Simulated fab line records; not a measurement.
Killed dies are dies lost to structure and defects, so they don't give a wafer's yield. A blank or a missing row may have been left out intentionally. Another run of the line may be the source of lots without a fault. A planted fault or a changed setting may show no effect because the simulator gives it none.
8D (eight disciplines) problem report, filled in by code ; flow n5Finfet ; the parts of the form that need people (team, actions taken, sign-off) are left out

1. THE PROBLEM
exposureDoseMJCm2 at N5_BEOL_M7_EXPOSE_08 reads a mean of 69.78 on 6 wafers of 2 lots; wafers without a fault read 68.23 with a standard deviation of 0.075. Relative to the usual mean, that is a shift of +21 standard deviations.
The step: exposes mask M7.
First seen on wafer L436.2, day 10 20:29, on arfiScanner-01. At this step, 12 wafers from 4 lots have a number in the record. Rule for "out", or "out of limits": more than 4 standard deviations from the usual mean. The rest of the wafers with a number are treated as sound.

2. WHAT IT IS, WHAT IT ISN'T
question;is;is not
which readings at this step;exposureDoseMJCm2;reticleTempC
which lots;L436, L439;L435, L445
which wafers of those lots;all that have a number;-
read on which tools;arfiScanner-01;arfiScanner-03
when;from day 10 20:29;"up to then (3 sound wafers); but 3 sound wafers of L445 came after"

3. WHAT RULES OUT EACH SUSPECT
Counting: a tool stays on the suspect list if, at a process step up to the reading, it processed all lots that are out and no sound lot following the first of them.
- arfiScanner-01 at N5_BEOL_M7_EXPOSE_08 (exposes mask M7): kept. Every lot that is out went through it, starting with L436 (day 10 20:29), and after that it ran no sound lot; the last sound lot it ran before then is L435 (day 10 03:02). Its own readings are out on those wafers: exposureDoseMJCm2.
After counting, what remains is arfiScanner-01 at N5_BEOL_M7_EXPOSE_08.

4. THE CAUSE (what the simulator had put in)
Process parameters drifting: arfiScanner-01 at N5_BEOL_M7_EXPOSE_08, beginning at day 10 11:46. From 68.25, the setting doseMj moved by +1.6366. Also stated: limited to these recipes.
Only this tool survived the counting.

5. THE EFFECT CHAIN, in route order
One row per reading whose mean, taken over the struck wafers that have a number, lies over 3 standard deviations from the usual. Readings are gone through only where the record gives a usual standard deviation; hours: the median, over the lots, of the time from a lot's start at the first step in this table giving one to that lot's start at this step; sigmas: the change measured in usual standard deviations.
hours;step;reading;usual;on struck wafers;change;sigmas
0;N5_BEOL_M7_EXPOSE_08;exposureDoseMJCm2;68.23;69.78;+1.55;+21
Its process steps:
- N5_BEOL_M7_EXPOSE_08: exposes mask M7.

6. HOW IT WOULD HAVE BEEN CAUGHT EARLIER
In this record the first reading out of limits was taken at day 10 20:29, 9 hours after the fault began at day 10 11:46.
